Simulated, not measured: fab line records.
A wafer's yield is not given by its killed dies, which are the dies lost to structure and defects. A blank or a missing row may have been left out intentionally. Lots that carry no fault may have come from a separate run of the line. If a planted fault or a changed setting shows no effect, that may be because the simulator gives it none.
fab line records	flow nand_harc
record: lots: 14	wafers: 42	last_day: 33
route steps=1302 shown A_SLIT@923 THIN_TSV@1264 END@1302
lots that met no fault: from a run of the same line without faults
start_h: hours from the record's opening day to when the first of the lot's shown wafers began	wait_h: hours since the lot's step before	" repeats the value in the row above	L1.1+2: a row that stands for several wafers	- no value, or no start was given	* or withheld: withheld	< > ~ a bound
route shown NAME@n: names a module that has steps shown in the file, with the first one's number in the route	usual: average and standard deviation across the fault-free wafers	same: alike in all rows	chamber/n: place in a boat	sites: per-site readings	_std_site: the standard deviation of these	_edge_site: mean of outer sites minus mean of inner sites	radius_mm: how far each site lies from the wafer's centre	mask NAME#n: copy n	behind: tool/chamber where the wafer was last shaped	hold: what put the lot on hold/how long, in hours/how the hold closed	device: transistor that didn't switch, given as n, p or np	end of line: tests run on the same wafers once the route is complete	for a step that has no rows: nothing shown but its recipe	killed: dies lost to structure and defects at the first sort, not the wafer's yield	map: dies across one wafer; x = killed, . = not, _ = none there
set.NAME: the run value of the setting; set.NAME@STEP: its run value at that earlier step	model.NAME: the simulator's own value behind a step, which no gauge read
route steps across a sampled set of lots; one table per step, one row per wafer
services: from which hour (start_h, from the record's first day; less than 0 if before it) a tool's chamber was out of use, for how many hours, and why
== steps ==
step: NHARC_A_SLIT_DEP_00
recipe: target_thk_a: 62000	temp_c: 400	material: aC
usual: throttle_valve_pct: 34.999/0.0099
lot.wafer	tool	chamber	start_h	wait_h	throttle_valve_pct
L377.3	acl_dep-01	0	453.28	-	34.995
L377.4	"	0	"	"	34.995
L377.6	"	0	455.15	-	34.994
L375.1	acl_dep-01	0	455.78	-	35.024
L375.5	"	0	458.31	-	34.997
L375.6	"	0	"	"	35.005
L379.1	acl_dep-01	0	503.71	-	35.007
L379.3	"	0	504.94	-	35.005
L379.6	"	0	506.80	-	35.008
L380.3	acl_dep-03	0	506.65	-	34.992
L380.4	"	0	"	"	35.007
L380.5	"	0	"	"	34.993
L378.4	acl_dep-01	0	511.87	-	34.998
L378.5	"	0	"	"	35.011
L378.6	"	0	"	"	35.009
L389.1	acl_dep-01	0	588.21	-	34.998
L389.3	"	0	589.48	-	34.979
L389.6	"	0	591.39	-	35.000
L391.2	acl_dep-03	0	591.84	-	35.004
L391.3	"	0	"	"	35.004
L391.4	"	0	"	"	35.007
L387.2	acl_dep-01	0	592.65	-	34.991
L387.4	"	0	593.89	-	34.998
L387.6	"	0	595.14	-	34.988
L393.1	acl_dep-03	0	615.57	-	34.986
L393.2	"	0	"	"	35.002
L393.5	"	0	618.05	-	34.996
L392.2	acl_dep-02	0	622.91	-	35.019
L392.5	"	0	624.81	-	35.006
L392.6	"	0	"	"	35.006
L395.3	acl_dep-02	0	634.48	-	34.989
L395.4	"	0	"	"	34.997
L395.6	"	0	636.38	-	34.989
L396.3	acl_dep-01	0	666.68	-	35.000
L396.5	"	0	667.92	-	35.006
L396.6	"	0	"	"	34.987
L397.1	acl_dep-02	0	667.86	-	34.993
L397.2	"	0	"	"	34.991
L397.5	"	0	670.38	-	34.983
L398.3	acl_dep-03	0	683.26	-	35.002
L398.4	"	0	"	"	34.987
L398.5	"	0	"	"	34.974
step: NHARC_THIN_TSV_CD_MEAS_16
usual: cd_nm: 999.7/2.5
lot.wafer	tool	chamber	start_h	wait_h	cd_nm
L377.3	cd_sem-03	-	552.00	0.1	1001.1
L377.4	"	-	"	"	998.7
L377.6	"	-	"	"	1000.2
L375.1	cd_sem-03	-	561.02	0.1	995.7
L375.5	"	-	"	"	995.9
L375.6	"	-	"	"	997.9
L380.3	cd_sem-01	-	608.85	0.1	1001.9
L380.4	"	-	"	"	997.0
L380.5	"	-	"	"	1001.8
L379.1	cd_sem-01	-	610.21	0.1	1000.2
L379.3	"	-	"	"	996.9
L379.6	"	-	"	"	996.5
L378.4	cd_sem-01	-	618.35	0.1	993.9
L378.5	"	-	"	"	996.4
L378.6	"	-	"	"	999.1
L391.2	cd_sem-02	-	701.65	0.1	998.2
L391.3	"	-	"	"	996.9
L391.4	"	-	"	"	999.1
L393.1	cd_sem-03	-	716.47	0.1	1001.5
L393.2	"	-	"	"	996.8
L393.5	"	-	"	"	1003.3
L392.2	cd_sem-02	-	728.98	0.1	999.7
L392.5	"	-	"	"	999.3
L392.6	"	-	"	"	1001.5
L395.3	cd_sem-03	-	733.92	0.1	1000.5
L395.4	"	-	"	"	1001.4
L395.6	"	-	"	"	1000.4
L397.1	cd_sem-01	-	772.17	0.1	998.5
L397.2	"	-	"	"	999.5
L397.5	"	-	"	"	1001.4
L396.3	cd_sem-01	-	773.25	0.1	998.9
L396.5	"	-	"	"	999.2
L396.6	"	-	"	"	996.7
L398.3	cd_sem-01	-	780.40	0.1	999.5
L398.4	"	-	"	"	1003.6
L398.5	"	-	"	"	1001.7
step: NHARC_THIN_TSV_PVD_19
recipe: target_thk_a: 200	chamber_pressure_pa: 5	material: TaN
usual: throttle_valve_pct: 29.8/0.82
lot.wafer	tool	chamber	start_h	wait_h	throttle_valve_pct
L377.4	pvd_sputter-01	-	-	-	30.1
L377.3	"	-	"	"	32.2
L377.6	"	-	"	"	30.0
L375.1	pvd_sputter-01	-	-	-	29.6
L375.5	"	-	"	"	28.9
L375.6	"	-	"	"	29.9
L380.4	pvd_sputter-02	-	-	-	29.1
L380.3	"	-	"	"	29.4
L380.5	"	-	"	"	29.3
L379.1	pvd_sputter-01	-	-	-	32.0
L379.3	"	-	"	"	30.0
L379.6	"	-	"	"	30.0
L378.4	pvd_sputter-02	-	-	-	29.2
L378.5	"	-	"	"	29.6
L378.6	"	-	"	"	29.9
L391.4	pvd_sputter-03	-	-	-	29.3
L391.2	"	-	"	"	29.6
L391.3	"	-	"	"	30.4
L393.2	pvd_sputter-03	-	-	-	30.2
L393.1	"	-	"	"	30.0
L393.5	"	-	"	"	30.2
L392.2	pvd_sputter-02	-	-	-	29.8
L392.6	"	-	"	"	30.9
L392.5	"	-	"	"	28.6
L395.4	pvd_sputter-03	-	-	-	30.2
L395.3	"	-	"	"	30.0
L395.6	"	-	"	"	30.1
L397.1	pvd_sputter-03	-	-	-	30.4
L397.2	"	-	"	"	30.0
L397.5	"	-	"	"	30.5
L396.3	pvd_sputter-03	-	-	-	30.3
L396.6	"	-	"	"	30.3
L396.5	"	-	"	"	30.2
L398.4	pvd_sputter-03	-	-	-	29.9
L398.3	"	-	"	"	30.1
L398.5	"	-	"	"	30.0
step: NHARC_THIN_TSV_STRIP_56
recipe: power_w: 1500	temp_c: 250	chemistry: O2
usual: drypump_motor_current_A: 5.61/0.18	heater_power_w: 324/35	temp_c: 250.02/0.21
lot.wafer	tool	chamber	start_h	wait_h	drypump_motor_current_A	heater_power_w	rf_hours_counter_h	temp_c
L377.3	plasma_asher-01	1	558.16	0.2	5.78	300	-	249.82
L377.4	"	0	"	"	5.67	317	-	249.70
L377.6	"	1	"	"	5.77	298	-	250.05
L375.1	plasma_asher-02	1	566.69	0.1	5.27	390	30	250.27
L375.5	"	1	"	"	5.31	398	-	250.06
L375.6	"	0	"	"	5.41	358	-	249.97
L380.4	plasma_asher-01	0	614.47	0.2	5.67	311	-	249.96
L380.3	"	1	"	"	5.77	291	-	250.09
L380.5	"	0	"	"	5.69	323	-	249.97
L379.1	plasma_asher-02	1	616.09	0.1	5.29	378	1	249.62
L379.3	"	0	"	"	5.44	363	-	249.54
L379.6	"	1	"	"	5.29	378	-	249.41
L378.4	plasma_asher-01	0	624.03	0.2	5.67	314	-	250.08
L378.6	"	0	"	"	5.67	314	-	250.20
L378.5	"	1	"	"	5.77	299	-	249.91
L391.2	plasma_asher-02	1	707.28	0.1	5.28	387	21	250.00
L391.3	"	0	"	"	5.43	370	-	249.91
L391.4	"	1	"	"	5.27	385	-	249.71
L393.1	plasma_asher-01	0	721.95	0.1	5.70	317	1	250.05
L393.2	"	1	"	"	5.77	275	1	250.26
L393.5	"	0	"	"	5.69	311	-	249.96
L392.2	plasma_asher-01	1	734.62	0.1	5.75	277	5	250.19
L392.6	"	0	"	"	5.68	327	-	250.03
L392.5	"	1	"	"	5.74	285	-	250.04
L395.4	plasma_asher-02	1	739.58	0.2	5.27	383	-	250.38
L395.3	"	0	"	"	5.41	364	-	250.30
L395.6	"	1	"	"	5.26	375	-	249.97
L397.2	plasma_asher-01	0	777.71	0.1	5.68	326	13	249.97
L397.1	"	1	"	"	5.78	278	13	250.06
L397.5	"	1	"	"	5.77	282	-	250.15
L396.3	plasma_asher-01	0	779.06	0.2	5.67	326	-	250.03
L396.6	"	0	"	"	5.68	326	-	250.01
L396.5	"	1	"	"	5.76	284	-	249.81
L398.3	plasma_asher-01	1	786.07	0.2	5.81	273	-	250.09
L398.4	"	0	"	"	5.66	322	-	250.17
L398.5	"	1	"	"	5.77	283	-	250.50
step: NHARC_END_SORT_01
recipe: temp_c: 25
usual: killed_at_array: 54/21	killed_at_other: 0.9/1.1	killed_at_periphery: 3.5/2.5	killed_dies: 58/21	killed_open: 3.3/1.9	killed_short: 2.6/1.8
same: gross_dies: 677
lot.wafer	tool	chamber	start_h	wait_h	hold	killed_at_array	killed_at_other	killed_at_periphery	killed_dies	killed_open	killed_short
L375.1	prober-02	0	577.29	2.5	-	14	2	3	19	3	0
L375.5	prober-02	0	580.49	3.7	-	21	1	10	32	1	2
L375.6	prober-02	0	581.28	4.0	-	25	1	8	34	2	2
L377.3	prober-01	0	577.68	3.1	-	61	0	0	61	3	1
L377.4	prober-01	0	578.48	3.4	-	41	0	2	43	2	3
L377.6	prober-01	0	580.06	4.0	-	43	1	4	48	3	3
L379.1	prober-02	0	622.75	2.5	-	85	2	2	89	1	1
L379.3	prober-02	0	624.35	3.1	-	85	4	1	90	1	4
L379.6	prober-02	0	626.75	4.0	-	87	2	0	89	3	4
L380.3	prober-01	0	624.34	3.1	-	36	2	2	40	2	2
L380.4	prober-01	0	625.14	3.4	-	44	0	2	46	3	0
L380.5	prober-01	0	625.94	3.7	-	44	1	0	45	1	1
L378.4	prober-01	0	633.72	3.4	-	21	1	3	25	1	1
L378.5	prober-01	0	634.53	3.7	-	23	0	3	26	2	6
L378.6	prober-01	0	635.33	4.0	-	31	0	2	33	3	0
L389.1	prober-02	0	705.47	2.5	await_dispo/1.2h/scrap	673	2	2	677	3	6
L389.3	prober-02	0	707.06	3.1	await_dispo/1.2h/scrap	673	1	3	677	3	3
L389.6	prober-02	0	709.44	4.0	await_dispo/1.2h/scrap	674	0	3	677	5	9
L387.2	prober-02	0	716.76	2.8	await_dispo/6.3h/scrap	673	0	4	677	4	6
L387.4	prober-02	0	718.38	3.4	await_dispo/6.3h/scrap	672	0	5	677	2	3
L387.6	prober-02	0	719.99	4.0	await_dispo/6.3h/scrap	671	0	6	677	5	3
L391.2	prober-01	0	721.83	2.8	-	62	2	2	66	5	4
L391.3	prober-01	0	722.63	3.1	-	64	2	1	67	4	3
L391.4	prober-01	0	723.43	3.4	-	53	2	2	57	6	0
L393.1	prober-02	0	732.17	2.5	-	55	0	2	57	4	0
L393.2	prober-02	0	732.97	2.8	-	65	2	2	69	6	2
L393.5	prober-02	0	735.36	3.7	-	60	0	4	64	6	4
L392.2	prober-01	0	743.73	2.8	-	86	0	4	90	3	3
L392.5	prober-01	0	746.12	3.7	-	81	2	6	89	3	1
L392.6	prober-01	0	746.91	4.0	-	70	2	7	79	6	4
L395.3	prober-02	0	749.53	3.1	-	87	1	4	92	4	6
L395.4	prober-02	0	750.33	3.4	-	77	1	3	81	5	2
L395.6	prober-02	0	751.92	4.0	-	94	1	2	97	3	4
L397.1	prober-02	0	786.07	2.5	-	26	6	2	34	7	2
L397.2	prober-02	0	786.85	2.8	-	22	1	4	27	5	4
L397.5	prober-02	0	789.21	3.6	-	26	1	2	29	6	4
L396.3	prober-01	0	787.63	3.1	-	65	1	1	67	1	3
L396.5	prober-01	0	789.22	3.7	-	74	0	2	76	5	3
L396.6	prober-01	0	790.01	4.0	-	41	1	5	47	2	4
L398.3	prober-02	0	796.07	3.1	-	35	2	1	38	5	5
L398.4	prober-02	0	796.88	3.4	-	51	1	5	57	6	4
L398.5	prober-02	0	797.68	3.7	-	41	0	1	42	2	4
killed by level:class
L375.1 A_CHANNEL_HOLE_D2:chamber_film_flake=6 A_DECK1_JOINT:chamber_film_flake=3 A_STAIRCASE:chamber_film_flake=2 P_M0:geometric_particle:open=1 A_ONON_D2:geometric_particle:open=1 STARTING-WAFER:geometric_particle:open=1 P_ZERO_WELL:chamber_film_flake=1 P_GATE:chamber_film_flake=1
L377.3 A_CHANNEL_HOLE_D1:chamber_film_flake=43 A_CHANNEL_HOLE_D2:chamber_film_flake=4 A_STAIRCASE:chamber_film_flake=4 A_CONTACT:chamber_film_flake=4 A_CHANNEL_HOLE_D1:geometric_particle:open=2 A_WL_FILL:geometric_particle:short=1 A_WL_FILL:geometric_particle:open=1 A_SLIT:chamber_film_flake=1
L377.4 A_CHANNEL_HOLE_D1:chamber_film_flake=30 A_CHANNEL_HOLE_D2:chamber_film_flake=3 A_CHANNEL_FILL_D2:chamber_film_flake=2 A_CONTACT:chamber_film_flake=2 P_CONTACT:geometric_particle:short=1 P_M2:geometric_particle:short=1 A_CHANNEL_FILL_D1:geometric_particle:short=1 A_DECK1_JOINT:geometric_particle:open=1
L377.6 A_CHANNEL_HOLE_D1:chamber_film_flake=28 A_CHANNEL_HOLE_D2:chamber_film_flake=4 A_STAIRCASE:chamber_film_flake=3 A_CHANNEL_FILL_D2:chamber_film_flake=2 P_M0:geometric_particle:short=1 P_M1:geometric_particle:open=1 A_ONON_D1:geometric_particle:short=1 A_ONON_D1:geometric_particle:open=1
L375.5 P_GATE:chamber_film_flake=9 A_CHANNEL_HOLE_D2:chamber_film_flake=6 A_STAIRCASE:chamber_film_flake=6 A_CHANNEL_HOLE_D1:chamber_film_flake=3 A_SLIT:chamber_film_flake=2 A_SOURCE_PLATE:geometric_particle:open=1 A_ONON_D1:geometric_particle:short=1 A_CHANNEL_FILL_D1:geometric_particle:short=1
L375.6 A_CHANNEL_HOLE_D2:chamber_film_flake=9 P_GATE:chamber_film_flake=7 A_STAIRCASE:chamber_film_flake=5 A_CHANNEL_HOLE_D1:chamber_film_flake=4 A_SGD_CUT:chamber_film_flake=2 P_CONTACT:geometric_particle:open=1 A_SOURCE_PLATE:geometric_particle:short=1 A_DECK1_JOINT:geometric_particle:short=1
L379.1 A_CHANNEL_HOLE_D2:chamber_film_flake=28 A_CHANNEL_HOLE_D1:chamber_film_flake=24 A_SLIT:chamber_film_flake=18 A_CONTACT:chamber_film_flake=8 A_DECK1_JOINT:chamber_film_flake=2 P_M0:geometric_particle:short=1 A_SOURCE_PLATE:geometric_particle:open=1 P_STI:chamber_film_flake=1
L380.3 A_CHANNEL_HOLE_D2:chamber_film_flake=30 A_CONTACT:chamber_film_flake=2 P_GATE:geometric_particle:short=1 P_CONTACT:geometric_particle:short=1 A_WL_FILL:geometric_particle:open=1 STARTING-WAFER:geometric_particle:open=1 A_STAIRCASE:chamber_film_flake=1 A_SLIT:chamber_film_flake=1
L379.3 A_SLIT:chamber_film_flake=29 A_CHANNEL_HOLE_D1:chamber_film_flake=22 A_CHANNEL_HOLE_D2:chamber_film_flake=22 A_CONTACT:chamber_film_flake=6 THIN_TSV:chamber_film_flake=4 A_CHANNEL_FILL_D1:geometric_particle:short=2 P_CONTACT:geometric_particle:open=1 A_SOURCE_PLATE:geometric_particle:short=1
L380.4 A_CHANNEL_HOLE_D2:chamber_film_flake=32 A_CHANNEL_HOLE_D1:chamber_film_flake=3 A_CHANNEL_FILL_D1:chamber_film_flake=2 P_M1:geometric_particle:open=1 A_DECK1_JOINT:geometric_particle:open=1 A_CHANNEL_HOLE_D2:geometric_particle:open=1 P_STI:chamber_film_flake=1 A_CHANNEL_FILL_D2:chamber_film_flake=1
L380.5 A_CHANNEL_HOLE_D2:chamber_film_flake=32 A_STAIRCASE:chamber_film_flake=4 A_CHANNEL_HOLE_D1:chamber_film_flake=4 A_CHANNEL_HOLE_D2:geometric_particle:open=1 A_CHANNEL_FILL_D2:geometric_particle:short=1 A_DECK1_JOINT:chamber_film_flake=1 A_SLIT:chamber_film_flake=1 THIN_TSV:chamber_film_flake=1
L379.6 A_CHANNEL_HOLE_D1:chamber_film_flake=32 A_CHANNEL_HOLE_D2:chamber_film_flake=29 A_SLIT:chamber_film_flake=16 A_CHANNEL_FILL_D1:geometric_particle:open=2 A_WL_FILL:geometric_particle:short=2 A_CONTACT:chamber_film_flake=2 THIN_TSV:chamber_film_flake=2 A_DECK1_JOINT:geometric_particle:short=1
L378.4 A_CHANNEL_HOLE_D2:chamber_film_flake=6 A_CHANNEL_FILL_D1:chamber_film_flake=3 A_WL_FILL:chamber_film_flake=3 A_CHANNEL_HOLE_D1:chamber_film_flake=2 A_STAIRCASE:chamber_film_flake=2 A_CONTACT:chamber_film_flake=2 P_GATE:geometric_particle:open=1 A_BLC:geometric_particle:short=1
L378.5 A_CHANNEL_HOLE_D2:chamber_film_flake=6 A_CONTACT:chamber_film_flake=5 A_CHANNEL_HOLE_D1:chamber_film_flake=3 A_ONON_D1:geometric_particle:short=2 P_GATE:chamber_film_flake=2 P_GATE:geometric_particle:open=1 A_CHANNEL_FILL_D1:geometric_particle:short=1 A_ONON_D2:geometric_particle:short=1
L378.6 A_CHANNEL_HOLE_D2:chamber_film_flake=12 A_CONTACT:chamber_film_flake=4 A_CHANNEL_HOLE_D1:chamber_film_flake=2 A_CHANNEL_FILL_D1:chamber_film_flake=2 A_DECK1_JOINT:chamber_film_flake=2 A_SLIT:chamber_film_flake=2 A_WL_FILL:chamber_film_flake=2 A_M1:chamber_film_flake=2
L389.1 A_SLIT:area_dep=615 A_CHANNEL_HOLE_D1:chamber_film_flake=32 A_SLIT:chamber_film_flake=6 A_CONTACT:chamber_film_flake=6 A_CHANNEL_FILL_D1:geometric_particle:short=2 A_STAIRCASE:chamber_film_flake=2 A_WL_FILL:chamber_film_flake=2 THIN_TSV:chamber_film_flake=2
L389.3 A_SLIT:area_dep=618 A_CHANNEL_HOLE_D1:chamber_film_flake=38 A_SLIT:chamber_film_flake=4 A_STAIRCASE:chamber_film_flake=4 A_CHANNEL_FILL_D2:chamber_film_flake=2 A_CONTACT:chamber_film_flake=2 P_CONTACT:geometric_particle:short=1 P_CONTACT:geometric_particle:open=1
L389.6 A_SLIT:area_dep=612 A_CHANNEL_HOLE_D1:chamber_film_flake=33 A_SLIT:chamber_film_flake=7 A_CONTACT:chamber_film_flake=4 A_DECK1_JOINT:chamber_film_flake=3 P_CONTACT:geometric_particle:short=2 A_SOURCE_PLATE:geometric_particle:short=2 A_ONON_D1:geometric_particle:short=2
L387.2 A_SLIT:area_dep=608 A_CHANNEL_HOLE_D1:chamber_film_flake=28 A_CHANNEL_HOLE_D2:chamber_film_flake=17 A_WL_FILL:geometric_particle:short=4 A_CONTACT:chamber_film_flake=4 A_ONON_D1:geometric_particle:open=3 A_CHANNEL_FILL_D2:chamber_film_flake=3 A_ZERO_WELL:chamber_film_flake=2
L387.4 A_SLIT:area_dep=601 A_CHANNEL_HOLE_D1:chamber_film_flake=34 A_CHANNEL_HOLE_D2:chamber_film_flake=15 A_SLIT:chamber_film_flake=6 P_M1:chamber_film_flake=4 A_STAIRCASE:chamber_film_flake=4 A_CHANNEL_FILL_D2:chamber_film_flake=3 A_CONTACT:chamber_film_flake=2
L387.6 A_SLIT:area_dep=611 A_CHANNEL_HOLE_D1:chamber_film_flake=33 A_CHANNEL_HOLE_D2:chamber_film_flake=8 A_STAIRCASE:chamber_film_flake=3 A_SLIT:chamber_film_flake=3 P_M1:chamber_film_flake=2 A_ZERO_WELL:chamber_film_flake=2 A_CHANNEL_FILL_D2:chamber_film_flake=2
L391.2 A_CHANNEL_HOLE_D2:chamber_film_flake=19 A_SLIT:chamber_film_flake=17 A_CHANNEL_HOLE_D1:chamber_film_flake=9 A_CHANNEL_FILL_D2:chamber_film_flake=3 A_STAIRCASE:chamber_film_flake=3 A_ONON_D1:geometric_particle:short=2 P_ZERO_WELL:chamber_film_flake=2 THIN_TSV:chamber_film_flake=2
L391.3 A_SLIT:chamber_film_flake=30 A_CHANNEL_HOLE_D2:chamber_film_flake=14 A_CHANNEL_HOLE_D1:chamber_film_flake=7 A_STAIRCASE:chamber_film_flake=3 A_CHANNEL_FILL_D2:chamber_film_flake=2 THIN_TSV:chamber_film_flake=2 A_ONON_D1:geometric_particle:short=1 A_ONON_D1:geometric_particle:open=1
L391.4 A_SLIT:chamber_film_flake=18 A_CHANNEL_HOLE_D2:chamber_film_flake=15 A_CHANNEL_HOLE_D1:chamber_film_flake=8 A_CHANNEL_FILL_D2:chamber_film_flake=3 A_CHANNEL_FILL_D1:geometric_particle:open=2 A_WL_FILL:geometric_particle:open=2 A_STAIRCASE:chamber_film_flake=2 THIN_TSV:chamber_film_flake=2
L393.1 A_SLIT:chamber_film_flake=21 A_CHANNEL_HOLE_D1:chamber_film_flake=12 A_CONTACT:chamber_film_flake=11 A_DECK1_JOINT:chamber_film_flake=3 P_BONDPAD:chamber_film_flake=2 A_CHANNEL_FILL_D1:geometric_particle:open=1 A_DECK1_JOINT:geometric_particle:open=1 A_CHANNEL_FILL_D2:geometric_particle:open=1
L393.2 A_SLIT:chamber_film_flake=32 A_CONTACT:chamber_film_flake=13 A_CHANNEL_HOLE_D1:chamber_film_flake=8 P_BONDPAD:chamber_film_flake=2 A_CHANNEL_FILL_D2:geometric_particle:open=2 A_STAIRCASE:chamber_film_flake=2 THIN_TSV:chamber_film_flake=2 A_ONON_D1:geometric_particle:open=1
L393.5 A_SLIT:chamber_film_flake=21 A_CONTACT:chamber_film_flake=13 A_CHANNEL_HOLE_D1:chamber_film_flake=12 P_BONDPAD:chamber_film_flake=3 A_ONON_D2:geometric_particle:short=2 A_WL_FILL:chamber_film_flake=2 A_ONON_D1:geometric_particle:open=1 A_CHANNEL_HOLE_D1:geometric_particle:short=1
L392.2 A_CHANNEL_HOLE_D1:chamber_film_flake=37 A_SLIT:chamber_film_flake=28 A_CHANNEL_HOLE_D2:chamber_film_flake=8 A_CONTACT:chamber_film_flake=4 P_GATE:chamber_film_flake=3 A_STAIRCASE:chamber_film_flake=3 P_M0:geometric_particle:short=1 A_CHANNEL_FILL_D1:geometric_particle:open=1
L392.5 A_CHANNEL_HOLE_D1:chamber_film_flake=33 A_SLIT:chamber_film_flake=29 A_CHANNEL_HOLE_D2:chamber_film_flake=8 A_CONTACT:chamber_film_flake=5 P_BONDPAD:chamber_film_flake=4 A_CHANNEL_FILL_D2:chamber_film_flake=2 THIN_TSV:chamber_film_flake=2 P_M1:geometric_particle:open=1
L392.6 A_CHANNEL_HOLE_D1:chamber_film_flake=32 A_SLIT:chamber_film_flake=19 A_CHANNEL_HOLE_D2:chamber_film_flake=8 A_CONTACT:chamber_film_flake=3 P_CONTACT:geometric_particle:open=2 A_DECK1_JOINT:geometric_particle:open=2 THIN_TSV:chamber_film_flake=2 P_M0:geometric_particle:open=1
L395.3 A_CHANNEL_HOLE_D1:chamber_film_flake=29 A_SLIT:chamber_film_flake=22 A_CHANNEL_HOLE_D2:chamber_film_flake=18 A_CONTACT:chamber_film_flake=5 A_WL_FILL:geometric_particle:short=2 P_ZERO_WELL:chamber_film_flake=2 A_CHANNEL_FILL_D1:chamber_film_flake=2 P_GATE:geometric_particle:open=1
L395.4 A_CHANNEL_HOLE_D1:chamber_film_flake=30 A_SLIT:chamber_film_flake=25 A_CHANNEL_HOLE_D2:chamber_film_flake=12 A_CHANNEL_FILL_D1:chamber_film_flake=3 P_CONTACT:geometric_particle:open=2 A_DECK1_JOINT:geometric_particle:short=2 A_ONON_D1:geometric_particle:open=1 A_ONON_D2:geometric_particle:open=1
L395.6 A_CHANNEL_HOLE_D1:chamber_film_flake=36 A_SLIT:chamber_film_flake=30 A_CHANNEL_HOLE_D2:chamber_film_flake=11 A_DECK1_JOINT:chamber_film_flake=3 A_ONON_D1:geometric_particle:short=2 A_CHANNEL_FILL_D1:geometric_particle:short=2 A_WL_FILL:geometric_particle:open=2 A_CHANNEL_FILL_D2:chamber_film_flake=2
L397.1 A_SLIT:chamber_film_flake=8 A_STAIRCASE:chamber_film_flake=4 THIN_TSV:chamber_film_flake=4 STARTING-WAFER:geometric_particle:short=2 A_M0:chamber_film_flake=2 P_STI:geometric_particle:open=1 A_CHANNEL_FILL_D1:geometric_particle:open=1 A_ONON_D2:geometric_particle:open=1
L397.2 A_SLIT:chamber_film_flake=6 A_CHANNEL_FILL_D1:chamber_film_flake=2 A_CONTACT:chamber_film_flake=2 P_M0:geometric_particle:open=1 P_M0:geometric_particle:short=1 A_CHANNEL_HOLE_D1:geometric_particle:open=1 A_CHANNEL_FILL_D1:geometric_particle:short=1 A_DECK1_JOINT:geometric_particle:open=1
L396.3 A_CHANNEL_HOLE_D2:chamber_film_flake=19 A_SLIT:chamber_film_flake=19 A_CONTACT:chamber_film_flake=10 A_CHANNEL_HOLE_D1:chamber_film_flake=9 A_DECK1_JOINT:chamber_film_flake=3 A_CHANNEL_HOLE_D2:geometric_particle:short=1 A_CHANNEL_FILL_D2:geometric_particle:short=1 A_BLC:geometric_particle:open=1
L397.5 A_SLIT:chamber_film_flake=7 A_WL_FILL:geometric_particle:open=3 A_ONON_D1:geometric_particle:open=2 A_STAIRCASE:chamber_film_flake=2 A_CONTACT:chamber_film_flake=2 A_SOURCE_PLATE:geometric_particle:short=1 A_CHANNEL_FILL_D1:geometric_particle:short=1 A_CHANNEL_FILL_D2:geometric_particle:short=1
L396.5 A_CHANNEL_HOLE_D2:chamber_film_flake=22 A_SLIT:chamber_film_flake=18 A_CHANNEL_HOLE_D1:chamber_film_flake=13 A_CONTACT:chamber_film_flake=10 A_DECK1_JOINT:geometric_particle:short=3 P_STI:chamber_film_flake=2 A_STAIRCASE:chamber_film_flake=2 A_ONON_D1:geometric_particle:open=1
L396.6 A_SLIT:chamber_film_flake=15 A_CHANNEL_HOLE_D2:chamber_film_flake=8 A_CONTACT:chamber_film_flake=7 A_CHANNEL_HOLE_D1:chamber_film_flake=3 A_SOURCE_PLATE:geometric_particle:short=2 P_STI:chamber_film_flake=2 A_CHANNEL_FILL_D2:chamber_film_flake=2 P_GATE:geometric_particle:short=1
L398.3 A_SLIT:chamber_film_flake=15 A_STAIRCASE:chamber_film_flake=5 A_CONTACT:chamber_film_flake=5 P_STI:geometric_particle:open=1 A_ONON_D1:geometric_particle:open=1 A_ONON_D1:geometric_particle:short=1 A_CHANNEL_FILL_D1:geometric_particle:short=1 A_DECK1_JOINT:geometric_particle:short=1
L398.4 A_SLIT:chamber_film_flake=26 A_CONTACT:chamber_film_flake=10 A_CHANNEL_HOLE_D2:chamber_film_flake=4 P_M0:geometric_particle:short=2 A_WL_FILL:geometric_particle:open=2 A_STAIRCASE:chamber_film_flake=2 P_STI:geometric_particle:open=1 A_ONON_D2:geometric_particle:open=1
L398.5 A_SLIT:chamber_film_flake=22 A_STAIRCASE:chamber_film_flake=6 A_CONTACT:chamber_film_flake=4 A_ONON_D2:geometric_particle:short=2 A_DECK1_JOINT:chamber_film_flake=2 P_M2:geometric_particle:short=1 A_CHANNEL_FILL_D1:geometric_particle:open=1 A_ONON_D2:geometric_particle:open=1
== services ==
tool	chamber	start_h	hours	kind
pvd_sputter-02	-	460.00	10.0	pm
acl_dep-03	-	483.33	13.0	pm
pvd_sputter-03	-	524.24	2.4	repair
plasma_asher-01	-	526.60	9.0	pm
pvd_sputter-03	-	538.51	59.4	repair
acl_dep-01	-	553.30	13.0	pm
pvd_sputter-02	-	553.71	21.4	repair
plasma_asher-02	-	571.58	0.4	repair
pvd_sputter-01	-	598.32	10.0	pm
plasma_asher-02	-	603.05	9.0	pm
acl_dep-02	-	609.28	13.0	pm
acl_dep-02	-	626.38	0.8	repair
pvd_sputter-01	-	630.80	2.8	repair
pvd_sputter-02	-	638.00	10.0	pm
pvd_sputter-01	-	655.97	2.6	repair
acl_dep-03	-	665.44	13.0	pm
pvd_sputter-03	-	675.90	1.4	repair
pvd_sputter-01	-	699.70	1.2	repair
plasma_asher-01	-	703.60	9.0	pm
pvd_sputter-03	-	704.64	10.0	pm
acl_dep-01	-	737.50	13.0	pm
pvd_sputter-03	-	757.54	2.6	repair
pvd_sputter-01	-	767.14	1.7	repair
plasma_asher-02	-	780.05	9.0	pm
== key ==
first_sign: step: NHARC_END_SORT_01	reading: killed_dies	direction: up	sigmas: 29	usual: 58	struck: 677
effect: step: NHARC_END_SORT_01	reading: killed_at_array	direction: up	sigmas: 29	usual: 54	struck: 673
more_kills_born_at: NHARC_A_SLIT_DEP_00@acl_dep-01: 3665
met_at NHARC_A_SLIT_DEP_00
struck_lots L387,L389
struck_wafers L387.2,L387.4,L387.6,L389.1,L389.3,L389.6
later_rows_left_out L387.2,L387.4,L387.6,L389.1,L389.3,L389.6
tester_left_out L387,L389
not_acting_at NHARC_THIN_TSV_CD_MEAS_16,NHARC_THIN_TSV_PVD_19,NHARC_THIN_TSV_STRIP_56
onset_between 511.87 588.21
fault: kind: process_parameter_drift	tool: acl_dep-01	chamber: 0	onset_h: 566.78	steps: NHARC_A_SLIT_DEP_00	channel: target_thk_a	offset: *	shape: step	end_h: 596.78	acts_in: *	stated: *
tester_left_out: of these lots the tester's yield and bins aren't shown, on N5 and GAA mostly nor the transistor test; their killed dies are dies lost to structure and defects alone, not to doping, threshold or leakage, so they don't give the yield
later_rows_left_out: the simulator's readings of these wafers behind a module that went badly wrong aren't trusted and aren't shown, but for the sort
